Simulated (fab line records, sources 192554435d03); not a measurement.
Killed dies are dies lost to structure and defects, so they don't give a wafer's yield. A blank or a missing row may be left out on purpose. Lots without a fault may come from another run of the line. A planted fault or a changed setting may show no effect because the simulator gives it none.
Chamber matching | flow n5_finfet | N5_BEOL_M6_ETCH_72 on rie_diel-04: 4 sister chambers
The step etches underlayer in N2/H2, target depth 6.5 nm, time 5.2 s. 22 wafers are shown with their chamber, then 11 later ones without.

WAFERS WITH THEIR CHAMBER
wafer  | chamber | drypump_motor_current_A (A) | showerhead_plenum_p_Torr (Torr) | throttle_valve_pct (%)
L077.4 | 1       | 5.3                         | 2.51                            | 18.21
L077.5 | 1       | 5.3                         | 2.51                            | 18.21
L077.6 | 2       | 5.5                         | 2.50                            | 18.05
L080.1 | 3       | 6.3                         | 2.62                            | 18.10
L080.2 | 2       | 5.5                         | 2.50                            | 18.01
L080.3 | 1       | 5.3                         | 2.51                            | 18.21
L080.4 | 0       | 4.8                         | 2.53                            | 17.45
L080.5 | 3       | 6.3                         | 2.62                            | 18.12
L080.6 | 2       | 5.5                         | 2.50                            | 18.02
L087.3 | 2       | 5.5                         | 2.49                            | 18.07
L087.5 | 3       | 6.3                         | 2.61                            | 17.72
L087.6 | 2       | 5.5                         | 2.49                            | 18.05
L086.2 | 2       | 5.5                         | 2.49                            | 18.04
L086.4 | 3       | 6.3                         | 2.61                            | 17.75
L086.6 | 1       | 5.3                         | 2.50                            | 18.25
L085.1 | 2       | 5.5                         | 2.49                            | 18.06
L085.3 | 0       | 4.8                         | 2.53                            | 17.49
L085.4 | 3       | 6.2                         | 2.61                            | 17.74
L089.1 | 3       | 6.3                         | 2.61                            | 17.74
L089.2 | 1       | 5.3                         | 2.49                            | 18.23
L089.3 | 0       | 4.8                         | 2.52                            | 17.51
L089.4 | 2       | 5.5                         | 2.49                            | 18.07

SIGNATURES (means of the wafers above)
reading                  | chamber 0 | chamber 1 | chamber 2 | chamber 3 | scatter within a chamber
drypump_motor_current_A  | 4.800     | 5.300     | 5.500     | 6.283     | 0.0215
showerhead_plenum_p_Torr | 2.5267    | 2.5040    | 2.4938    | 2.6133    | 0.00627
throttle_valve_pct       | 17.4833   | 18.2220   | 18.0463   | 17.8617   | 0.103
Rule: a wafer's distance from a chamber is the root of the sum, over the readings, of the square of ((its reading less the chamber's mean) divided by the reading's scatter). The wafer belongs to the nearest chamber; if the next one is less than 2 further off, it can't be placed. The scatter: the root of (the sum of the squares of (reading less its chamber's mean) over the shown wafers, divided by (wafers less chambers)).

WAFERS WITHOUT THEIR CHAMBER
wafer  | drypump_motor_current_A (A) | showerhead_plenum_p_Torr (Torr) | throttle_valve_pct (%)
L089.5 | 6.3                         | 2.61                            | 17.73
L089.6 | 4.8                         | 2.52                            | 17.51
L093.1 | 4.8                         | 2.52                            | 17.50
L093.3 | 5.5                         | 2.49                            | 18.08
L093.4 | 5.3                         | 2.49                            | 18.27
L095.4 | 5.5                         | 2.48                            | 18.07
L095.5 | 4.8                         | 2.52                            | 17.53
L095.6 | 5.3                         | 2.49                            | 18.28
L096.4 | 4.8                         | 2.52                            | 17.55
L096.5 | 5.5                         | 2.48                            | 18.10
L096.6 | 5.3                         | 2.49                            | 18.28

WHICH CHAMBER EACH WENT THROUGH
wafer  | from the rows above | in truth
L089.5 | 3                   | 3
L089.6 | 0                   | 0
L093.1 | 0                   | 0
L093.3 | 2                   | 2
L093.4 | 1                   | 1
L095.4 | 2                   | 2
L095.5 | 0                   | 0
L095.6 | 1                   | 1
L096.4 | 0                   | 0
L096.5 | 2                   | 2
L096.6 | 1                   | 1
Placed correctly: 11 of 11. Can't be placed from these rows: 0. Placed wrongly: 0.
